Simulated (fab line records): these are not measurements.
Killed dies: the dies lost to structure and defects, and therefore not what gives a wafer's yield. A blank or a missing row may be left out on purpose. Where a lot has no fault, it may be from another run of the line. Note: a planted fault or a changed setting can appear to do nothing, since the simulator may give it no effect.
Chamber matching + flow n5_finfet + N5_BEOL_M0_CUTY_ETCH_63 on rie_diel-01: 4 sister chambers
The step etches SOC in N2/H2, target depth 82.7 nm, overetch 16.5 nm, time 124 s. 8 wafers are shown with their chamber, then 8 later ones without.

WAFERS WITH THEIR CHAMBER
| wafer  | chamber | throttle_valve_pct (%) | showerhead_plenum_p_Torr (Torr) |
|--------|---------|------------------------|---------------------------------|
| L075.3 | 2       | 18.22                  | 2.60                            |
| L077.6 | 2       | 18.24                  | 2.59                            |
| L078.5 | 1       | 17.84                  | 2.70                            |
| L080.2 | 1       | 17.84                  | 2.70                            |
| L084.1 | 0       | 17.68                  | 2.62                            |
| L084.3 | 3       | 17.69                  | 2.61                            |
| L084.6 | 3       | 17.71                  | 2.61                            |
| L085.1 | 0       | 17.69                  | 2.62                            |

WAFERS WHOSE CHAMBER IS MISSING
| wafer  | throttle_valve_pct (%) | showerhead_plenum_p_Torr (Torr) |
|--------|------------------------|---------------------------------|
| L085.4 | 17.88                  | 2.69                            |
| L085.5 | 17.72                  | 2.61                            |
| L086.3 | 17.76                  | 2.59                            |
| L086.5 | 17.76                  | 2.59                            |
| L086.6 | 17.86                  | 2.69                            |
| L094.1 | 17.92                  | 2.68                            |
| L094.2 | 17.75                  | 2.61                            |
| L094.4 | 17.92                  | 2.68                            |

CHAMBER TAKEN BY EACH
| wafer  | from the rows above | in truth                   |
|--------|---------------------|----------------------------|
| L085.4 | 1                   | 1                          |
| L085.5 | 3                   | 3                          |
| L086.3 | 3                   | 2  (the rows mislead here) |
| L086.5 | 3                   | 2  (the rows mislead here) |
| L086.6 | 1                   | 1                          |
| L094.1 | 1                   | 1                          |
| L094.2 | 3                   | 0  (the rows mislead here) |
| L094.4 | 1                   | 1                          |
Correctly placed: 5 of 8. From these rows, 0 cannot be placed. Wrongly placed: 3.
How it was worked out, from the rows above alone: a wafer's distance from a chamber is the root of the sum, over the readings, of the square of ((its reading less the chamber's mean) divided by the reading's scatter). If the next closest chamber is less than 2 further off than the closest, the wafer can't be placed; otherwise it belongs to the closest. The mean given for a chamber averages the wafers shown for that chamber. The scatter is the square root of a quotient: the sum, over the shown wafers, of each reading's squared deviation from its chamber's mean, divided by wafers minus chambers.
